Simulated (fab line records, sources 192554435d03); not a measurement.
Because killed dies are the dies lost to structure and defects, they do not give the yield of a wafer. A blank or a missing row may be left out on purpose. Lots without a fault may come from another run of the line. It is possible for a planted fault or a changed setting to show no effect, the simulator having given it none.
fab line records -- flow n5_finfet
[record] lots = 3, wafers = 9, last_day = 14
route steps=1938 shown BEOL_M7@1299 BEOL_M8@1332 PASSIVATION@1936
lots with no fault: from the same line, run without faults
start_h: hours from the record's opening day to when the first of the lot's shown wafers began -- wait_h: hours since the lot's step before -- " same as the row above -- L1.1+2: several wafers, shown together as one row -- - no value, or no start was given -- * or withheld: withheld -- < > ~ a bound
route shown NAME@n: a module of which the file shows steps, and the number in the route of the first -- usual: mean and standard deviation over wafers with no fault -- same: alike in all rows -- chamber/n: place in a boat -- sites: per-site readings -- _std_site: how widely they spread, as a standard deviation -- _edge_site: mean of outer sites minus mean of inner sites -- radius_mm: how far each site lies from the wafer's centre -- mask NAME#n: copy n -- behind: tool/chamber where the wafer was last shaped -- hold: cause of the lot's hold/its duration in hours/its outcome -- device: the n, p or np transistor that did not switch -- end of line: the route-end tests of the same wafers -- where a step has no rows: the recipe by itself -- killed: dies lost to structure and defects at the first sort, not the wafer's yield -- map: a wafer's dies, x killed, . not, _ none there
set.NAME: the setting that was run; set.NAME@STEP: the one run at that earlier step -- model.NAME: the simulator's own value behind a step, which no gauge read
a table for each step, a row for each wafer; lots at some steps of the route
services: from which hour (start_h, from the record's first day; less than 0 if before it) a tool's chamber was out of use, for how many hours, and why
[[steps]]
[step N5_BEOL_M7_DESCUM_33]
[recipe] chemistry = O2, time_s = 7, source_power_w = 50, bias_power_w = 20, pressure_mtorr = 20, rf_frequency_hz = 2.712e+07, temp_c = 40, resist = CAR-EUV, o2_flow_sccm = 225
[step N5_BEOL_M7_ETCH_72]
[recipe] chemistry = N2/H2, target = underlayer, target_depth_a = 65, mask_material = CAR-EUV, time_s = 5.2, ion_energy_ev = 200, pressure_mtorr = 30, source_w = 840, bias_w = 150, n2_flow_sccm = 200, h2_flow_sccm = 200, ends = cleared
[step N5_BEOL_M7_ETCH_65]
[recipe] chemistry = CF4, target = SiARC, target_depth_a = 156, mask_material = CAR-EUV, time_s = 26, ion_energy_ev = 80, pressure_mtorr = 40, source_w = 545, bias_w = 36, Ar_flow_sccm = 100, cf4_flow_sccm = 100, ends = cleared
[step N5_BEOL_M7_ETCH_66]
[recipe] chemistry = N2/H2, target = SOC, target_depth_a = 800, overetch_a = 160, mask_material = SiARC, temp_c = 40, time_s = 120, ion_energy_ev = 200, pressure_mtorr = 30, source_w = 840, bias_w = 150, n2_flow_sccm = 200, h2_flow_sccm = 200
[step N5_BEOL_M7_STRIP_69]
[recipe] chemistry = N2/H2, temp_c = 40, n2_flow_sccm = 200, h2_flow_sccm = 200, rf_frequency_hz = 6e+07
[step N5_BEOL_M7_STRIP_73]
[recipe] chemistry = N2/H2, temp_c = 40, n2_flow_sccm = 200, h2_flow_sccm = 200, rf_frequency_hz = 6e+07
[step N5_BEOL_M7_VIA_ETCH_34]
[recipe] chemistry = C4F6/O2, target = SiCOH_lowk, target_depth_a = 1255, mask_material = SOC, taper_deg = 4, time_s = 50.5, ion_energy_ev = 250, pressure_mtorr = 30, source_w = 345, bias_w = 185, Ar_flow_sccm = 300, C4F6_flow_sccm = 10, O2_flow_sccm = 10
[step N5_BEOL_M7_STRIP_76]
[recipe] chemistry = C4F6/O2, resist = SiARC, rf_frequency_hz = 6e+07
[step N5_BEOL_M7_STRIP_36]
[recipe] chemistry = N2/H2, power_w = 450, temp_c = 40, pressure_mtorr = 20, rf_frequency_hz = 6e+07, overash_fraction = 0.3, bias_power_w = 7, h2_frac = 0.5, n2_flow_sccm = 200, h2_flow_sccm = 200
[step N5_BEOL_M7_TRENCH_ETCH_37]
[recipe] chemistry = C4F6/O2, target_depth_a = 934.78, target = SiCOH_lowk, time_s = 31.2, ion_energy_ev = 250, pressure_mtorr = 30, source_w = 345, bias_w = 185, Ar_flow_sccm = 300, C4F6_flow_sccm = 10, O2_flow_sccm = 10
[step N5_BEOL_M7_ETCH_41]
[recipe] chemistry = CH3F/O2, target = SiCN, target_depth_a = 319, taper_deg = 2, time_s = 57.8, ion_energy_ev = 120, mask_material = TiN, pressure_mtorr = 30, source_w = 395, bias_w = 75, Ar_flow_sccm = 150, CH3F_flow_sccm = 30, O2_flow_sccm = 20
[usual] bias_w = 75.02/0.22, drypump_motor_current_A = 5.40/0.29, oes_product_au = 0.80/0.1, rf_vpp_V = 297.6/1.2, showerhead_plenum_p_Torr = 2.02/0.054, throttle_valve_pct = 16.26/0.2
lot.wafer,tool,chamber,start_h,wait_h,bias_w,drypump_motor_current_A,oes_product_au,rf_hours_counter_h,rf_vpp_V,showerhead_plenum_p_Torr,throttle_valve_pct
L162.1,rie_diel-03,1,215.88,-,74.86,5.26,0.81,69,299.6,2.13,16.33
L162.2,rie_diel-03,2,215.88,-,74.95,5.22,0.67,241,295.8,1.97,16.51
L162.4,rie_diel-03,2,215.88,-,75.20,5.23,0.67,-,297.5,1.97,16.51
L166.2,rie_diel-03,3,249.20,-,75.10,5.16,0.97,4,297.6,2.04,16.15
L166.4,rie_diel-03,2,249.20,-,74.85,5.28,0.67,250,296.5,1.97,16.55
L166.5,rie_diel-03,2,249.20,-,75.14,5.22,0.67,-,296.1,1.97,16.53
L169.2,rie_diel-06,2,255.10,-,74.84,5.90,0.73,210,295.1,1.98,16.66
L169.3,rie_diel-06,0,255.10,-,75.13,5.09,0.72,174,299.4,2.08,16.31
L169.6,rie_diel-06,2,255.10,-,75.00,5.91,0.72,-,295.9,1.98,16.65
[step N5_BEOL_M7_STRIP_80]
[recipe] chemistry = N2/H2, time_s = 10, power_w = 450, temp_c = 40, pressure_mtorr = 20, rf_frequency_hz = 6e+07, bias_power_w = 7, n2_flow_sccm = 200, h2_flow_sccm = 200
[step N5_BEOL_M7_HM_STRIP_39]
[recipe] chemistry = peroxide_tin_strip, material = TiN, target_depth_a = 250, temp_c = 50, time_s = 158
[step N5_BEOL_M7_SRD_40]
[recipe] time_s = 30, temp_c = 23, rinse_liquid = diw, dry = ipa_marangoni
[step N5_BEOL_M7_PRECLEAN_42]
[recipe] chemistry = residue_remover, time_s = 60, temp_c = 40
[step N5_BEOL_M7_SRD_43]
[recipe] time_s = 30, temp_c = 23, rinse_liquid = diw, dry = ipa_marangoni
[step N5_BEOL_M7_CURE_75]
[recipe] temp_c = 370, time_s = 120, ambient = DMADMS/He, material = SiCOH_lowk
[step N5_BEOL_M7_DEGAS_44]
[recipe] ambient = vacuum, temp_c = 250, time_s = 60
[step N5_BEOL_M7_PRE_CLEAN_45]
[recipe] gas = H2/He, time_s = 30, temp_c = 250
[step N5_BEOL_M7_ALD_77]
[recipe] material = TaN, target_thk_a = 20, temp_c = 275, ald_precursor_family = PDMAT, ald_co_reactant = NH3, pressure_torr = 3, carrier_flow_sccm = 1500, pulse_time_s = 2, purge_time_s = 3, co_reactant_purge_time_s = 2, co_reactant_pulse_time_s = 3, ald_cycles = 40, precursor_vessel_temp_c = 75, precursor_vessel_pressure_torr = 26.25, precursor_vessel_carrier_sccm = 1000
[step N5_BEOL_M7_SURFACE_TREAT_79]
[recipe] gas = Ar, time_s = *, ion_energy_ev = *, ion_current_ma_cm2 = 0.5, pressure_mtorr = *, ar_flow_sccm = 30
[step N5_BEOL_M7_CVD_78]
[recipe] material = Co, target_thk_a = 20, temp_c = withheld, precursor = CCTBA/H2, pressure_torr = 30, time_s = 142.3
[step N5_BEOL_M7_SPUTTER_48]
[recipe] material = Cu, target_thk_a = 100, temp_c = -20, bias_v = 60, power_w = 26000, chamber_pressure_pa = 0.13, time_s = 1.667
[step N5_BEOL_M7_ECD_50]
[recipe] material = Cu, target_thk_a = 3000
[step N5_BEOL_M7_ANNEAL_51]
[recipe] temp_c = 225, time_s = 90, ambient = N2
[step N5_BEOL_M7_CMP_52]
[recipe] stop_on = SiCOH_lowk, t_overpolish_s = 6.9, down_force_psi = 1, platen_rpm = 50, clearing_platen_down_force_psi = 1.5, clearing_platen_rpm = 50, post_cmp_clean = cu_alkaline, target_thk_nm = 80, clearing_platen_pad_velocity_m_s = 0.99484, pad_velocity_m_s = 0.99484
[step N5_BEOL_M7_PRE_CLEAN_55]
[recipe] gas = NH3, time_s = 15, temp_c = withheld, rf_power_w = 300
[step N5_BEOL_M7_DEP_56]
[recipe] material = SiCN, target_thk_a = 100, temp_c = withheld, precursor = 3MS/NH3, pressure_torr = 3, rf_w = 202, time_s = 17.5
[step N5_BEOL_M8_ILD_DEP_00]
[recipe] material = SiCOH_lowk, target_thk_a = 1797.5, temp_c = 300, precursor = DEMS/porogen, pressure_torr = 5, rf_w = 500, time_s = 33.4
[step N5_BEOL_M8_CURE_74]
[recipe] temp_c = 385, time_s = 240, ambient = He/Ar, material = SiCOH_lowk
[step N5_BEOL_M8_PECVD_70]
[recipe] material = SiO2, target_thk_a = 200, temp_c = 400, precursor = TEOS/O2, pressure_torr = 5.5, rf_w = 450, teos_flow_sccm = 53.8, gas = O2, flow_sccm = 3000, time_s = 22.7
[step N5_BEOL_M8_HM_DEP_02]
[recipe] material = TiN, target_thk_a = 200, temp_c = 25, chamber_pressure_pa = 0.49996
[step N5_BEOL_M8_COAT_59]
[recipe] resist = SOC, temp_c = 250, time_s = 60, spin_rpm = 1500, resist_thk_nm = 100
[step N5_BEOL_M8_COAT_60]
[recipe] resist = SiARC, temp_c = 220, time_s = 60, spin_rpm = 1500, resist_thk_nm = 35
[step N5_PASSIVATION_PROBE_49]
[usual] defect_limited_yield = 91.3/1.4, killed_at_M0_to_M3 = 36/11, killed_at_M4_up = 13/5.2, killed_at_contacts = 13/6.5, killed_at_front_end = 37/11, killed_at_other = 3.6/2.9, killed_dies = 103/17, killed_open = 68/12, killed_short = 33/7.3, sort_bin_5_function = 5.2/0.91, sort_bin_6_memory = 3.2/0.67, sort_n_pass = 1077/17, sort_yield_pct = 91.3/1.4
[same] gross_dies = 1180, killed_at_back_side = 0, sort_bin_4_leakage[%] = 0, sort_bin_8_speed[%] = 0
lot.wafer,tool,chamber,start_h,wait_h,defect_limited_yield[%],killed_at_M0_to_M3,killed_at_M4_up,killed_at_contacts,killed_at_front_end,killed_at_other,killed_dies,killed_open,killed_short,sort_bin_5_function[%],sort_bin_6_memory[%],sort_n_pass,sort_yield_pct[%]
L166.2,prober-01,-,323.37,0.1,80.0,41,155,1,37,2,236,56,36,12.5,4.2,944,80.0
L166.4,prober-01,-,323.47,0.2,80.0,23,155,14,43,1,236,69,29,12.0,4.9,944,80.0
L166.5,prober-01,-,323.52,0.2,80.6,30,145,15,33,6,229,68,22,12.3,4.1,951,80.6
// killed by level:class
L166.2 BEOL_M7:unspecified=144 FIN_SAQP:geometric_particle:open=9 DUMMY_GATE:geometric_particle:open=8 BEOL_M0_SAQP:geometric_particle:short=7 BEOL_M1:geometric_particle:open=7 BEOL_M2:geometric_particle:open=6 BEOL_M3:geometric_particle:open=6 GATE_CUT:geometric_particle:short=5
L166.4 BEOL_M7:unspecified=138 FIN_SAQP:geometric_particle:open=19 BEOL_M3:geometric_particle:open=10 MOL_CONTACT_COAG:geometric_particle:open=10 FIN_CUT:geometric_particle:open=5 BEOL_M2:geometric_particle:open=5 BEOL_M4:geometric_particle:open=5 STARTING-WAFER:geometric_particle:short=5
L166.5 BEOL_M7:unspecified=138 MOL_CONTACT_COAG:geometric_particle:open=13 BEOL_M3:geometric_particle:open=9 BEOL_M2:geometric_particle:open=8 BEOL_M0_SAQP:geometric_particle:short=7 STI_FIN_REVEAL:geometric_particle:open=6 DUMMY_GATE:geometric_particle:open=5 STARTING-WAFER:geometric_particle:open=4
// map L166.2 (x killed, . not)
_________________x......x....________________
______________.............x...x_____________
___________..x....x..........x.....__________
__________................x........._________
________...............x.........x...._______
_______.........x...x..................______
______.x........x.............xx.....x.._____
_____......................x...........x.____
____......................................___
___...x.......................x..x.........__
___.......x................................__
__.........................................._
__...x.....................x.......x..x....._
_..............................x.......x.....
_..x.x................x......................
_x...........xx.xx..........x...x...x.....x..
_....................................x..x....
_.......x...x..x...x..x......................
_.xx...............x...x.xxx....x.......x....
_...x.........x..x......xxxxxx..x....x...xx..
_..x.........xx.....xx..x.xxxxxx.......x.....
__.........x.......x.xxxxxxxxxxx............_
__.................xxxxxxxxxxxxxx.x........._
___x...x....x.......xxxxxxxxxxxxxx..x......__
___......x..x......xxxxxxxxxxxxxx...x......__
____.............xxxx.xxxxxxxxxxx..x......___
_____...x....x.....xx.xxxxxxxxxxx...x....____
______..............xxxxxxxxxxxxx.x.x..._____
_______.......xx...x.xxxxxxxxxxx.x.....______
________..x........x.xxxx.x.xxxx......_______
__________...........x..x.x.xx......_________
___________........x....x....x.x...__________
______________...x.xx.x..xx...xx_____________
_________________............________________
// map L162.2 (x killed, . not)
_________________x....x....x.________________
______________................x._____________
___________x...x...................__________
__________.........x..........x....._________
________.....x.......xxx...x.........._______
_______....x......x........x.....x.....______
______...x.......x...............x.x...._____
_____...............x.....x......xx.xx...____
____..........x................x....xx..x.___
___.x.............................x........__
___...............x...x....................__
__.....xx...x...................x....x......_
__.......................x.........x........_
_............xx..x....x..x..................x
_x.............x....x....xx..................
_...x........x.............x.................
_x..x....................x..x.x.x...x..x..x..
_.......x.......xx......x.....x........x.....
_.....x..x..x............x........x........xx
_...x..........x...x..........x...........x..
_..............xx..x.....x.....x..........x..
__........x......x.........x...x............_
__.x.x.x.....x.................x....x..x...._
___...x....x......................x.x......__
___.x......x..x..x..x.........x..x.........__
____...............x......................___
_____........x...x........x..x......x....____
______.x.......x..xx.x..x...x...x......._____
_______..xx........x............x.x....______
________....x...........x...x.x.....x._______
__________.........x................_________
___________...x...x...x....xx......__________
______________x..x..........xx.._____________
_________________......x.....________________
[[services]]
tool,chamber,start_h,hours,kind
rie_diel-03,3,207.89,9.7,repair
rie_diel-03,3,218.18,-,clean
rie_diel-03,3,218.18,-,consumable_replace:focus_ring
rie_diel-03,3,218.18,18.2,scheduled_down
rie_diel-03,3,218.18,18.2,vent_cycle
rie_diel-03,-,223.67,1.2,repair
rie_diel-06,3,226.39,4.2,repair
rie_diel-06,2,227.03,16.7,repair
rie_diel-03,2,249.30,-,clean
rie_diel-03,2,249.30,-,consumable_replace:focus_ring
rie_diel-03,2,249.30,16.8,scheduled_down
rie_diel-03,2,249.30,16.8,vent_cycle
rie_diel-03,-,252.99,2.8,pm
[[key]]
[first_sign] step = N5_PASSIVATION_PROBE_49, reading = killed_at_M4_up, direction = up, sigmas = 27, usual = 13, struck = 152
[effect] step = N5_PASSIVATION_PROBE_49, reading = defect_limited_yield, direction = down, sigmas = 7.7, usual = 91.3, struck = 80.2
[more_kills_born_at] N5_BEOL_M7_ETCH_41@rie_diel-03 = 420
met_at N5_BEOL_M7_ETCH_41
struck_wafers L166.2,L166.4,L166.5
onset_between 215.88 249.20
[fault] kind = chamber_particle_source, tool = rie_diel-03, chamber = -, onset_h = 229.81, steps = N5_BEOL_M7_ETCH_41, rate_per_visit_cm2 = 1.4372, until_the_next_wet_clean = True
